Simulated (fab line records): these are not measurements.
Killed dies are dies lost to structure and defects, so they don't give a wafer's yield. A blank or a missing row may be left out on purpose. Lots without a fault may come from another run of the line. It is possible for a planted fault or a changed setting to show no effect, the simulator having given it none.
fab line records -- flow n5Finfet
record: lots: 7, wafers: 21
route steps=1938 shown BEOL_M9@1446 BEOL_M11@1566 BEOL_M12@1649 BEOL_M14@1743
startH: hours from the record's opening day to when the first of the lot's shown wafers began -- waitH: hours since the lot's step before -- " repeats the value in the row above -- L1.1+2: a row that stands for several wafers -- - no value, or no start was given -- * or withheld: withheld -- < > ~ a bound
route shown NAME@n: names a module that has steps shown in the file, with the first one's number in the route -- usual: mean/standard deviation taken from wafers without a fault -- same: alike in all rows -- chamber/n: place in a boat -- sites: each site's reading -- _std_site: standard deviation across them -- _edge_site: the outer-site mean with the inner-site mean subtracted -- radiusMm: for every site, how far away it sits from the centre of the wafer -- mask NAME#n: copy n -- behind: the most recent tool/chamber to have shaped the wafer -- hold: why the lot was held/for how many hours/how that ended -- device: whichever transistor did not switch (one of n, p or np) -- end of line: the route-end tests of the same wafers -- for a step that has no rows: nothing shown but its recipe -- killed: not the wafer's yield, but the dies lost to structure and defects at the first sort -- map: a wafer's dies, x killed, . not, _ none there
set.NAME: the setting that was run; set.NAME@STEP: the one run at that earlier step -- model.NAME: the simulator's own value behind a step, which no gauge read
lots run with intentionally changed settings; tables by step, rows by wafer
== steps ==
step: N5_BEOL_M9_TRENCH_ETCH_37
recipe: chemistry: C4F6/O2, targetDepthA: 1514.3, target: SiCOH_lowk, timeS: 49, ionEnergyEv: 250, pressureMtorr: 30, sourceW: 345, biasW: 185, Ar_flow_sccm: 300, C4F6_flow_sccm: 10, O2_flow_sccm: 10
lot.wafer,tool,chamber,startH,waitH,set.timeS,model.BEOL_M9.featureDepthNm,model.etch.depthNm
L078.1,rieDiel-05,0,-,-,55.38,172.8,172.7
L078.2,rieDiel-05,1,-,-,49,149.2,149.1
L078.4,rieDiel-05,3,-,-,49,153.6,153.5
L079.4,rieDiel-01,2,-,-,49,149.4,149.4
L079.5,rieDiel-01,0,-,-,49,151,151
L079.6,rieDiel-01,1,-,-,49,150.4,150.5
L080.2,rieDiel-05,3,-,-,49,153.8,153.7
L080.3,rieDiel-05,1,-,-,49,149.6,149.6
L080.5,rieDiel-05,2,-,-,52.52,160.6,160.6
L081.1,rieDiel-06,2,-,-,49,153.8,153.8
L081.2,rieDiel-06,0,-,-,49,152.6,152.6
L081.3,rieDiel-06,1,-,-,49,148.2,148.2
L083.2,rieDiel-06,2,-,-,49,151.6,151.7
L083.3,rieDiel-06,0,-,-,49,150.8,150.8
L083.4,rieDiel-06,1,-,-,49,147.2,147.2
L084.1,rieDiel-06,2,-,-,49,152.2,152.2
L084.2,rieDiel-06,0,-,-,49,150.8,150.8
L084.4,rieDiel-06,3,-,-,49,151.8,151.9
L095.2,rieDiel-01,0,-,-,49,152,152.1
L095.3,rieDiel-01,3,-,-,49,154,153.9
L095.5,rieDiel-01,0,-,-,49,151.6,151.6
step: N5_BEOL_M9_ETCH_41
recipe: chemistry: CH3F/O2, target: SiCN, targetDepthA: 366, taperDeg: 2, timeS: 70.1, ionEnergyEv: 120, maskMaterial: TiN, pressureMtorr: 30, sourceW: 395, biasW: 75, Ar_flow_sccm: 150, CH3F_flow_sccm: 30, O2_flow_sccm: 20
step: N5_BEOL_M9_STRIP_80
recipe: chemistry: N2/H2, timeS: 10, powerW: 450, tempC: 40, pressureMtorr: 20, rfFrequencyHz: 6e+07, biasPowerW: 7, n2FlowSccm: 200, h2FlowSccm: 200
step: N5_BEOL_M9_OCD_MEAS_38
usual: trenchDepthNm: 150.9/2.7
lot.wafer,tool,chamber,startH,waitH,set.timeS@BEOL_M9_TRENCH_ETCH_37,trenchDepthNm
L078.1,ocd-01,-,221.27,-,55.38,172.6
L078.2,ocd-01,-,221.27,-,49,149.5
L078.4,ocd-01,-,221.27,-,49,153.1
L079.4,ocd-02,-,226.24,-,49,149.4
L079.5,ocd-02,-,226.24,-,49,150.6
L079.6,ocd-02,-,226.24,-,49,150.5
L080.2,ocd-02,-,228.70,-,49,153.6
L080.3,ocd-02,-,228.70,-,49,149.2
L080.5,ocd-02,-,228.70,-,52.52,159.9
L081.1,ocd-01,-,236.79,-,49,153.9
L081.2,ocd-01,-,236.79,-,49,152.6
L081.3,ocd-01,-,236.79,-,49,148.2
L083.2,ocd-02,-,238.25,-,49,151.9
L083.3,ocd-02,-,238.25,-,49,151.2
L083.4,ocd-02,-,238.25,-,49,147.3
L084.1,ocd-02,-,244.70,-,49,151.8
L084.2,ocd-02,-,244.70,-,49,150.7
L084.4,ocd-02,-,244.70,-,49,151.4
L095.2,ocd-01,-,335.38,-,49,152.5
L095.3,ocd-01,-,335.38,-,49,154.2
L095.5,ocd-01,-,335.38,-,49,151.6
step: N5_BEOL_M9_HM_STRIP_39
recipe: chemistry: peroxideTinStrip, material: TiN, targetDepthA: 250, tempC: 50, timeS: 158
step: N5_BEOL_M9_SRD_40
recipe: timeS: 30, tempC: 23, rinseLiquid: diw, dry: ipaMarangoni
step: N5_BEOL_M9_ECD_50
recipe: material: Cu, targetThkA: 3180
step: N5_BEOL_M9_ANNEAL_51
recipe: tempC: 225, timeS: 90, ambient: N2
step: N5_BEOL_M9_CMP_52
recipe: stopOn: SiCOH_lowk, tOverpolishS: 7, downForcePsi: 1, platenRpm: 50, clearingPlatenDownForcePsi: 1.5, clearingPlatenRpm: 50, postCmpClean: cuAlkaline, targetThkNm: 140, clearingPlatenPadVelocityMS: 0.99484, padVelocityMS: 0.99484
lot.wafer,tool,chamber,startH,waitH,set.timeS@BEOL_M9_TRENCH_ETCH_37,model.Cu_of_BEOL_M9_ECD_50.thkNm
L078.2,cmp-01,0,223.29,0.2,49,136.8
L078.1,cmp-01,1,223.29,0.2,55.38,159.2
L078.4,cmp-01,2,223.29,0.2,49,142.2
L079.4+6,cmp-02,"1,2",227.94,0.2,49,137.2
L079.5,cmp-02,3,227.94,0.2,49,138.4
L080.2,cmp-04,1,230.47,0.2,49,143.6
L080.3,cmp-04,2,230.47,0.2,49,140.6
L080.5,cmp-04,0,230.47,0.2,52.52,152
L081.2,cmp-01,3,238.69,0.2,49,139.4
L081.1,cmp-01,0,238.69,0.2,49,143
L081.3,cmp-01,1,238.69,0.2,49,137.2
L083.3,cmp-02,1,239.88,0.2,49,140.2
L083.2,cmp-02,2,239.88,0.2,49,139.8
L083.4,cmp-02,0,239.88,0.2,49,136.2
L084.4,cmp-04,1,246.42,0.1,49,141.2
L084.2,cmp-04,2,246.42,0.1,49,141
L084.1,cmp-04,0,246.42,0.1,49,141.4
L095.3,cmp-04,3,338.59,0.2,49,141.4
L095.2,cmp-04,0,338.59,0.2,49,140.2
L095.5,cmp-04,1,338.59,0.2,49,138.6
step: N5_BEOL_M9_THK_MEAS_53
recipe: thkMeasGauge: xrf, reads: Cu_of_BEOL_M9_ECD_50
usual: M9_THK: 140.0/2.9
lot.wafer,tool,chamber,startH,waitH,set.timeS@BEOL_M9_TRENCH_ETCH_37,M9_THK[nm]
L078.1,filmMetro-01,-,223.58,-,55.38,158.9
L078.2,filmMetro-01,-,223.58,-,49,137.2
L078.4,filmMetro-01,-,223.58,-,49,141.3
L079.4,filmMetro-02,-,228.12,-,49,139.3
L079.5,filmMetro-02,-,228.12,-,49,140.8
L079.6,filmMetro-02,-,228.12,-,49,139.2
L080.2,filmMetro-01,-,230.73,-,49,144.8
L080.3,filmMetro-01,-,230.73,-,49,141.9
L080.5,filmMetro-01,-,230.73,-,52.52,152.9
L081.1,filmMetro-02,-,238.99,-,49,143.5
L081.2,filmMetro-02,-,238.99,-,49,140.2
L081.3,filmMetro-02,-,238.99,-,49,138.0
L083.2,filmMetro-02,-,240.18,-,49,140.0
L083.3,filmMetro-02,-,240.18,-,49,140.6
L083.4,filmMetro-02,-,240.18,-,49,136.8
L084.1,filmMetro-01,-,246.71,-,49,142.0
L084.2,filmMetro-01,-,246.71,-,49,140.6
L084.4,filmMetro-01,-,246.71,-,49,140.6
L095.2,filmMetro-01,-,338.81,-,49,139.1
L095.3,filmMetro-01,-,338.81,-,49,139.8
L095.5,filmMetro-01,-,338.81,-,49,137.9
step: N5_BEOL_M9_PRE_CLEAN_55
recipe: gas: NH3, timeS: 15, tempC: withheld, rfPowerW: 300
step: N5_BEOL_M9_DEP_56
recipe: material: SiCN, targetThkA: 150, tempC: withheld, precursor: 3MS/NH3, pressureTorr: 3, rfW: 202, timeS: 26.5
step: N5_BEOL_M9_RS_MEAS_57
recipe: thkMeasGauge: four-point-probe, reads: Cu_of_BEOL_M9_ECD_50+Co_of_BEOL_M9_CVD_78+TaN_of_BEOL_M9_ALD_74
usual: M9_RS: 0.152/0.0034
lot.wafer,tool,chamber,startH,waitH,set.timeS@BEOL_M9_TRENCH_ETCH_37,M9_RS[ohm/sq]
L078.1,filmMetro-02,-,223.72,0.1,55.38,0.131
L078.2,filmMetro-02,-,223.72,0.1,49,0.154
L078.4,filmMetro-02,-,223.72,0.1,49,0.148
L079.4,filmMetro-02,-,228.26,0.0,49,0.154
L079.5,filmMetro-02,-,228.26,0.0,49,0.153
L079.6,filmMetro-02,-,228.26,0.0,49,0.154
L080.2,filmMetro-02,-,230.87,0.1,49,0.146
L080.3,filmMetro-02,-,230.87,0.1,49,0.150
L080.5,filmMetro-02,-,230.87,0.1,52.52,0.138
L081.1,filmMetro-02,-,239.12,0.1,49,0.147
L081.2,filmMetro-02,-,239.12,0.1,49,0.152
L081.3,filmMetro-02,-,239.12,0.1,49,0.154
L083.2,filmMetro-02,-,240.34,0.1,49,0.151
L083.3,filmMetro-02,-,240.34,0.1,49,0.151
L083.4,filmMetro-02,-,240.34,0.1,49,0.155
L084.1,filmMetro-02,-,246.85,0.1,49,0.149
L084.2,filmMetro-02,-,246.85,0.1,49,0.150
L084.4,filmMetro-02,-,246.85,0.1,49,0.149
L095.2,filmMetro-02,-,338.94,0.1,49,0.151
L095.3,filmMetro-02,-,338.94,0.1,49,0.149
L095.5,filmMetro-02,-,338.94,0.1,49,0.152
step: N5_BEOL_M11_PEB_26
recipe: pebTempC: withheld, pebTimeS: 60, resist: CAR-ArF
lot.wafer,tool,chamber,startH,waitH,set.pebTimeS
L078.1+2+4,lithoTrack-05,0,231.49,0.1,60
L079.4,lithoTrack-01,0,237.47,0.0,52.12
L079.5+6,lithoTrack-01,0,237.47,0.0,60
L080.2,lithoTrack-02,0,239.54,0.1,70.36
L080.3+5,lithoTrack-02,0,239.54,0.1,60
L081.1+3,lithoTrack-01,0,246.45,0.1,72.65
L081.2,lithoTrack-01,0,246.45,0.1,60
L083.2+3+4,lithoTrack-01,0,248.09,0.1,60
L084.1+2+4,lithoTrack-01,0,255.39,0.1,60
L095.2+3,lithoTrack-01,0,351.71,0.1,60
L095.5,lithoTrack-01,0,351.71,0.1,54.16
step: N5_BEOL_M11_DEVELOP_27
recipe: developTimeS: 30, developer: TMAH, resist: CAR-ArF, rinseLiquid: diw, dry: airSpin, devTempC: 23
step: N5_BEOL_M11_CD_MEAS_28
recipe: targetCdNm: 70, landingEnergyEv: 500, detector: seInlens, polarity: opening
usual: cdNm: 69.4/1.1
lot.wafer,tool,chamber,startH,waitH,set.pebTimeS@BEOL_M11_PEB_26,cdNm
L078.1,cdSem-01,0,231.55,-,60,68.8
L078.2,cdSem-01,0,231.55,-,60,69.8
L078.4,cdSem-01,0,231.55,-,60,67.0
L079.4,cdSem-01,0,237.54,-,52.12,62.8
L079.5,cdSem-01,0,237.54,-,60,69.2
L079.6,cdSem-01,0,237.54,-,60,69.3
L080.2,cdSem-01,0,239.61,-,70.36,78.9
L080.3,cdSem-01,0,239.61,-,60,70.9
L080.5,cdSem-01,0,239.61,-,60,69.8
L081.1,cdSem-02,0,246.52,-,72.65,77.7
L081.2,cdSem-02,0,246.52,-,60,67.5
L081.3,cdSem-02,0,246.52,-,72.65,76.9
L083.2,cdSem-02,0,248.16,-,60,68.2
L083.3,cdSem-02,0,248.16,-,60,67.1
L083.4,cdSem-02,0,248.16,-,60,67.6
L084.1,cdSem-01,0,255.45,-,60,68.8
L084.2,cdSem-01,0,255.45,-,60,68.4
L084.4,cdSem-01,0,255.45,-,60,67.1
L095.2,cdSem-01,0,351.78,-,60,68.9
L095.3,cdSem-01,0,351.78,-,60,68.9
L095.5,cdSem-01,0,351.78,-,54.16,66.3
step: N5_BEOL_M11_TRENCH_ETCH_37
recipe: chemistry: C4F6/O2, targetDepthA: 1488.3, target: SiCOH_lowk, timeS: 48, ionEnergyEv: 250, pressureMtorr: 30, sourceW: 345, biasW: 185, Ar_flow_sccm: 300, C4F6_flow_sccm: 10, O2_flow_sccm: 10
lot.wafer,tool,chamber,startH,waitH,set.timeS,model.BEOL_M11.featureDepthNm,model.etch.depthNm
L078.1,rieDiel-01,3,-,-,48,146.4,146.4
L078.2,rieDiel-01,1,-,-,48,148.6,148.5
L078.4,rieDiel-01,0,-,-,40.77,126.4,126.3
L079.4,rieDiel-05,2,-,-,54.14,163.6,163.5
L079.5,rieDiel-05,0,-,-,54.14,168,168
L079.6,rieDiel-05,3,-,-,48,148.6,148.7
L080.2,rieDiel-05,1,-,-,48,145.2,145.2
L080.3,rieDiel-05,3,-,-,48,150.6,150.7
L080.5,rieDiel-05,2,-,-,38.86,118.6,118.6
L081.1,rieDiel-05,2,-,-,48,147.4,147.3
L081.2,rieDiel-05,0,-,-,52.82,167.4,167.4
L081.3,rieDiel-05,3,-,-,52.82,165.4,165.4
L083.2,rieDiel-05,1,-,-,43.33,130.6,130.6
L083.3,rieDiel-05,3,-,-,43.33,136.6,136.6
L083.4,rieDiel-05,2,-,-,48,146.4,146.4
L084.1,rieDiel-06,3,-,-,48,147.8,147.9
L084.2,rieDiel-06,0,-,-,48,147.4,147.4
L084.4,rieDiel-06,1,-,-,48,143.6,143.6
L095.2,rieDiel-01,2,-,-,48,146.4,146.5
L095.3,rieDiel-01,3,-,-,48,151,150.9
L095.5,rieDiel-01,3,-,-,48,150.6,150.6
step: N5_BEOL_M11_ETCH_41
recipe: chemistry: CH3F/O2, target: SiCN, targetDepthA: 426, taperDeg: 2, timeS: 86, ionEnergyEv: 120, maskMaterial: TiN, pressureMtorr: 30, sourceW: 395, biasW: 75, Ar_flow_sccm: 150, CH3F_flow_sccm: 30, O2_flow_sccm: 20
step: N5_BEOL_M11_STRIP_77
recipe: chemistry: N2/H2, timeS: 10, powerW: 450, tempC: 40, pressureMtorr: 20, rfFrequencyHz: 6e+07, biasPowerW: 7, n2FlowSccm: 200, h2FlowSccm: 200
step: N5_BEOL_M11_OCD_MEAS_38
usual: trenchDepthNm: 148.2/2.8
lot.wafer,tool,chamber,startH,waitH,set.timeS@BEOL_M11_TRENCH_ETCH_37,trenchDepthNm
L078.1,ocd-01,-,232.24,-,48,146.8
L078.2,ocd-01,-,232.24,-,48,148.7
L078.4,ocd-01,-,232.24,-,40.77,125.9
L079.4,ocd-01,-,238.58,-,54.14,163.8
L079.5,ocd-01,-,238.58,-,54.14,168.1
L079.6,ocd-01,-,238.58,-,48,148.5
L080.2,ocd-02,-,240.25,-,48,145.5
L080.3,ocd-02,-,240.25,-,48,151.3
L080.5,ocd-02,-,240.25,-,38.86,119.1
L081.1,ocd-02,-,247.10,-,48,147.0
L081.2,ocd-02,-,247.10,-,52.82,167.3
L081.3,ocd-02,-,247.10,-,52.82,165.1
L083.2,ocd-01,-,248.74,-,43.33,130.5
L083.3,ocd-01,-,248.74,-,43.33,136.6
L083.4,ocd-01,-,248.74,-,48,146.5
L084.1,ocd-01,-,257.29,-,48,147.9
L084.2,ocd-01,-,257.29,-,48,147.7
L084.4,ocd-01,-,257.29,-,48,143.8
L095.2,ocd-01,-,352.36,-,48,146.3
L095.3,ocd-01,-,352.36,-,48,151.3
L095.5,ocd-01,-,352.36,-,48,150.4
step: N5_BEOL_M11_CURE_72
recipe: tempC: 370, timeS: 120, ambient: DMADMS/He, material: SiCOH_lowk
lot.wafer,tool,chamber,startH,waitH,set.timeS
L078.1+2,uvCure-01,2,232.45,0.0,142
L078.4,uvCure-01,2,232.45,0.0,120
L079.4+6,uvCure-03,1,238.92,0.2,110.3
L079.5,uvCure-03,1,238.92,0.2,120
L080.2+3+5,uvCure-01,1,240.49,0.1,120
L081.1+3,uvCure-02,2,247.30,0.0,102.5
L081.2,uvCure-02,2,247.30,0.0,120
L083.2+3,uvCure-03,1,248.98,0.1,104.7
L083.4,uvCure-03,1,248.98,0.1,120
L084.1+2+4,uvCure-03,0,257.48,0.0,120
L095.2+5,uvCure-02,1,352.61,0.1,140.3
L095.3,uvCure-02,1,352.61,0.1,120
step: N5_BEOL_M11_DEGAS_44
recipe: ambient: vacuum, tempC: 250, timeS: 60
step: N5_BEOL_M11_PRE_CLEAN_45
recipe: gas: H2/He, timeS: 30, tempC: 250
step: N5_BEOL_M11_ECD_50
recipe: material: Cu, targetThkA: 3180
step: N5_BEOL_M11_ANNEAL_51
recipe: tempC: 225, timeS: 90, ambient: N2
step: N5_BEOL_M11_CMP_52
recipe: stopOn: SiCOH_lowk, tOverpolishS: 7, downForcePsi: 1, platenRpm: 50, clearingPlatenDownForcePsi: 1.5, clearingPlatenRpm: 50, postCmpClean: cuAlkaline, targetThkNm: 140, clearingPlatenPadVelocityMS: 0.99484, padVelocityMS: 0.99484
lot.wafer,tool,chamber,startH,waitH,set.timeS@BEOL_M11_TRENCH_ETCH_37,model.Cu_of_BEOL_M11_ECD_50.thkNm
L078.2,cmp-02,3,233.89,0.2,48,137.4
L078.4,cmp-02,0,233.89,0.2,40.77,116.4
L078.1,cmp-02,1,233.89,0.2,48,136.8
L079.4,cmp-01,0,240.19,0.1,54.14,156.2
L079.6,cmp-01,0,240.19,0.1,48,139.8
L079.5,cmp-01,1,240.19,0.1,54.14,158.6
L080.2,cmp-02,0,241.92,0.2,48,135.8
L080.3,cmp-02,2,241.92,0.2,48,141.2
L080.5,cmp-02,0,241.92,0.2,38.86,108.6
L081.3,cmp-03,1,248.74,0.2,52.82,156.8
L081.2,cmp-03,2,248.74,0.2,52.82,158.4
L081.1,cmp-03,3,248.74,0.2,48,139.6
L083.2,cmp-03,3,250.51,0.2,43.33,122
L083.4,cmp-03,0,250.51,0.2,48,138.8
L083.3,cmp-03,2,250.51,0.2,43.33,126.6
L084.4,cmp-02,2,260.63,0.3,48,135.8
L084.1,cmp-02,3,260.63,0.3,48,139
L084.2,cmp-02,0,260.63,0.3,48,138.4
L095.3,cmp-02,0,354.63,0.2,48,141.4
L095.2,cmp-02,2,354.63,0.2,48,137.6
L095.5,cmp-02,1,354.63,0.2,48,142.2
step: N5_BEOL_M11_THK_MEAS_53
recipe: thkMeasGauge: xrf, reads: Cu_of_BEOL_M11_ECD_50
usual: M11_THK: 139.3/2.9
lot.wafer,tool,chamber,startH,waitH,set.timeS@BEOL_M11_TRENCH_ETCH_37,M11_THK[nm]
L078.1,filmMetro-01,-,234.15,-,48,136.3
L078.2,filmMetro-01,-,234.15,-,48,136.7
L078.4,filmMetro-01,-,234.15,-,40.77,114.6
L079.4,filmMetro-02,-,240.48,-,54.14,156.2
L079.5,filmMetro-02,-,240.48,-,54.14,159.4
L079.6,filmMetro-02,-,240.48,-,48,139.8
L080.2,filmMetro-02,-,242.18,-,48,135.9
L080.3,filmMetro-02,-,242.18,-,48,142.6
L080.5,filmMetro-02,-,242.18,-,38.86,109.1
L081.1,filmMetro-01,-,248.99,-,48,138.3
L081.2,filmMetro-01,-,248.99,-,52.82,157.0
L081.3,filmMetro-01,-,248.99,-,52.82,155.1
L083.2,filmMetro-01,-,250.81,-,43.33,121.7
L083.3,filmMetro-01,-,250.81,-,43.33,126.2
L083.4,filmMetro-01,-,250.81,-,48,138.2
L084.1,filmMetro-02,-,260.88,-,48,140.3
L084.2,filmMetro-02,-,260.88,-,48,139.5
L084.4,filmMetro-02,-,260.88,-,48,135.9
L095.2,filmMetro-01,-,354.93,-,48,137.7
L095.3,filmMetro-01,-,354.93,-,48,142.1
L095.5,filmMetro-01,-,354.93,-,48,142.5
step: N5_BEOL_M11_PRE_CLEAN_55
recipe: gas: NH3, timeS: 15, tempC: withheld, rfPowerW: 300
step: N5_BEOL_M11_DEP_56
recipe: material: SiCN, targetThkA: 300, tempC: withheld, precursor: 3MS/NH3, pressureTorr: 3, rfW: 675, timeS: 10.5
step: N5_BEOL_M11_RS_MEAS_57
recipe: thkMeasGauge: four-point-probe, reads: Cu_of_BEOL_M11_ECD_50+Co_of_BEOL_M11_CVD_75+TaN_of_BEOL_M11_ALD_74
usual: M11_RS: 0.152/0.0034
lot.wafer,tool,chamber,startH,waitH,set.timeS@BEOL_M11_TRENCH_ETCH_37,M11_RS[ohm/sq]
L078.1,filmMetro-01,-,234.30,0.1,48,0.155
L078.2,filmMetro-01,-,234.30,0.1,48,0.154
L078.4,filmMetro-01,-,234.30,0.1,40.77,0.185
L079.4,filmMetro-02,-,240.61,0.0,54.14,0.134
L079.5,filmMetro-02,-,240.61,0.0,54.14,0.132
L079.6,filmMetro-02,-,240.61,0.0,48,0.151
L080.2,filmMetro-02,-,242.30,0.0,48,0.156
L080.3,filmMetro-02,-,242.30,0.0,48,0.149
L080.5,filmMetro-02,-,242.30,0.0,38.86,0.200
L081.1,filmMetro-01,-,249.12,0.0,48,0.151
L081.2,filmMetro-01,-,249.12,0.0,52.82,0.132
L081.3,filmMetro-01,-,249.12,0.0,52.82,0.133
L083.2,filmMetro-02,-,250.93,0.0,43.33,0.176
L083.3,filmMetro-02,-,250.93,0.0,43.33,0.168
L083.4,filmMetro-02,-,250.93,0.0,48,0.152
L084.1,filmMetro-01,-,261.01,0.0,48,0.152
L084.2,filmMetro-01,-,261.01,0.0,48,0.153
L084.4,filmMetro-01,-,261.01,0.0,48,0.156
L095.2,filmMetro-02,-,355.05,0.0,48,0.153
L095.3,filmMetro-02,-,355.05,0.0,48,0.149
L095.5,filmMetro-02,-,355.05,0.0,48,0.148
step: N5_BEOL_M12_SPUTTER_44
recipe: material: Ta, targetThkA: 100, tempC: 50, biasV: 80, powerW: 15000, chamberPressurePa: 0.07, timeS: 16.13
lot.wafer,tool,chamber,startH,waitH,set.powerW,model.Ta_of_BEOL_M12_SPUTTER_44.thkNm
L078.1,pvdSputter-02,-,237.59,0.0,12770,8.6
L078.2+4,pvdSputter-02,-,237.59,0.0,15000,10
L079.4+5+6,pvdSputter-01,-,243.77,0.0,15000,9.8
L080.2,pvdSputter-01,-,245.33,0.0,16510,11.2
L080.3,pvdSputter-01,-,245.33,0.0,15000,10
L080.5,pvdSputter-01,-,245.33,0.0,16510,11
L081.1+2,pvdSputter-01,-,254.02,0.0,15000,9.8
L081.3,pvdSputter-01,-,254.02,0.0,12760,8.4
L083.2,pvdSputter-03,-,254.65,0.0,15000,10.4
L083.3,pvdSputter-03,-,254.65,0.0,14270,9.8
L083.4,pvdSputter-03,-,254.65,0.0,14270,9.6
L084.1,pvdSputter-03,-,263.83,0.0,15000,10.2
L084.2,pvdSputter-03,-,263.83,0.0,15000,9.8
L084.4,pvdSputter-03,-,263.83,0.0,15000,10
L095.2,pvdSputter-03,-,358.64,0.0,15000,9.8
L095.3,pvdSputter-03,-,358.64,0.0,15000,10
L095.5,pvdSputter-03,-,358.64,0.0,17050,11
step: N5_BEOL_M12_DEP_53
recipe: material: SiCN, targetThkA: 300, tempC: withheld, precursor: 3MS/NH3, pressureTorr: 3, rfW: 675, timeS: 10.5
lot.wafer,tool,chamber,startH,waitH,set.timeS,model.SiCN_of_BEOL_M12_DEP_53.thkNm
L078.1,pecvd-02,2,238.68,0.0,10.5,30
L078.2,pecvd-02,0,238.68,0.0,9.341,27.4
L078.4,pecvd-02,0,238.68,0.0,10.5,30.8
L079.4+6,pecvd-01,"1,0",244.78,0.0,11.14,32.2
L079.5,pecvd-01,2,244.78,0.0,11.14,32
L080.2,pecvd-04,0,246.32,0.0,10.5,29.8
L080.3,pecvd-04,1,246.32,0.0,9.998,28.6
L080.5,pecvd-04,2,246.32,0.0,10.5,30
L081.1,pecvd-01,1,255.02,0.0,11.24,32
L081.2,pecvd-01,2,255.02,0.0,11.24,31.6
L081.3,pecvd-01,0,255.02,0.0,10.5,29.4
L083.2,pecvd-02,0,255.66,0.0,9.684,28
L083.3,pecvd-02,2,255.66,0.0,9.684,27.6
L083.4,pecvd-02,2,255.66,0.0,10.5,30.6
L084.1,pecvd-02,2,264.87,0.0,10.5,29.6
L084.2,pecvd-02,0,264.87,0.0,10.5,30.2
L084.4,pecvd-02,2,264.87,0.0,10.5,30.4
L095.2,pecvd-01,2,359.69,0.0,10.5,29.4
L095.3,pecvd-01,1,359.69,0.0,10.5,29.8
L095.5,pecvd-01,2,359.69,0.0,9.237,26.4
step: N5_BEOL_M14_PEB_26
recipe: pebTempC: 130, pebTimeS: 90
lot.wafer,tool,chamber,startH,waitH,set.pebTempC
L078.1+2+4,lithoTrack-05,0,245.17,0.1,132.6
L079.4+6,lithoTrack-03,0,249.94,0.0,130
L079.5,lithoTrack-03,0,249.94,0.0,131.5
L080.2+3+5,lithoTrack-01,0,251.93,0.0,130
L081.1+2+3,lithoTrack-05,0,262.87,0.1,130
L083.2+4,lithoTrack-05,0,265.80,0.0,130
L083.3,lithoTrack-05,0,265.80,0.0,126.7
L084.1+2+4,lithoTrack-03,0,271.02,0.1,130
L095.2+3+5,lithoTrack-03,0,369.03,0.0,130
== key ==
split: step: N5_BEOL_M9_TRENCH_ETCH_37, setting: timeS, stated: 49, by: wafer
response: step: N5_BEOL_M9_TRENCH_ETCH_37, reading: model.BEOL_M9.featureDepthNm, change: +1.55, per: 1%, r: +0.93
response: step: N5_BEOL_M9_TRENCH_ETCH_37, reading: model.etch.depthNm, change: +1.55, per: 1%, r: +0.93
response: step: N5_BEOL_M9_OCD_MEAS_38, reading: trenchDepthNm, change: +1.53, per: 1%, r: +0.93
response: step: N5_BEOL_M9_CMP_52, reading: model.Cu_of_BEOL_M9_ECD_50.thkNm, change: +1.48, per: 1%, r: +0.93
response: step: N5_BEOL_M9_THK_MEAS_53, reading: M9_THK, change: +1.47, per: 1%, r: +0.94
response: step: N5_BEOL_M9_RS_MEAS_57, reading: M9_RS, change: -0.00152, per: 1%, r: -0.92
split: step: N5_BEOL_M11_PEB_26, setting: pebTimeS, stated: 60, by: wafer
response: step: N5_BEOL_M11_CD_MEAS_28, reading: cdNm, change: +0.46, per: 1%, r: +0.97
split: step: N5_BEOL_M11_TRENCH_ETCH_37, setting: timeS, stated: 48, by: wafer
response: step: N5_BEOL_M11_TRENCH_ETCH_37, reading: model.BEOL_M11.featureDepthNm, change: +1.49, per: 1%, r: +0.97
response: step: N5_BEOL_M11_TRENCH_ETCH_37, reading: model.etch.depthNm, change: +1.49, per: 1%, r: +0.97
response: step: N5_BEOL_M11_OCD_MEAS_38, reading: trenchDepthNm, change: +1.51, per: 1%, r: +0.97
response: step: N5_BEOL_M11_CMP_52, reading: model.Cu_of_BEOL_M11_ECD_50.thkNm, change: +1.51, per: 1%, r: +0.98
response: step: N5_BEOL_M11_THK_MEAS_53, reading: M11_THK, change: +1.53, per: 1%, r: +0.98
response: step: N5_BEOL_M11_RS_MEAS_57, reading: M11_RS, change: -0.0021, per: 1%, r: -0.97
split: step: N5_BEOL_M11_CURE_72, setting: timeS, stated: 120, by: wafer
response none clear
split: step: N5_BEOL_M12_SPUTTER_44, setting: powerW, stated: 15000, by: wafer
response: step: N5_BEOL_M12_SPUTTER_44, reading: model.Ta_of_BEOL_M12_SPUTTER_44.thkNm, change: +0.0942, per: 1%, r: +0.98
split: step: N5_BEOL_M12_DEP_53, setting: timeS, stated: 10.5, by: wafer
response: step: N5_BEOL_M12_DEP_53, reading: model.SiCN_of_BEOL_M12_DEP_53.thkNm, change: +0.292, per: 1%, r: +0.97
split: step: N5_BEOL_M14_PEB_26, setting: pebTempC, stated: 130, by: wafer
response none in this file
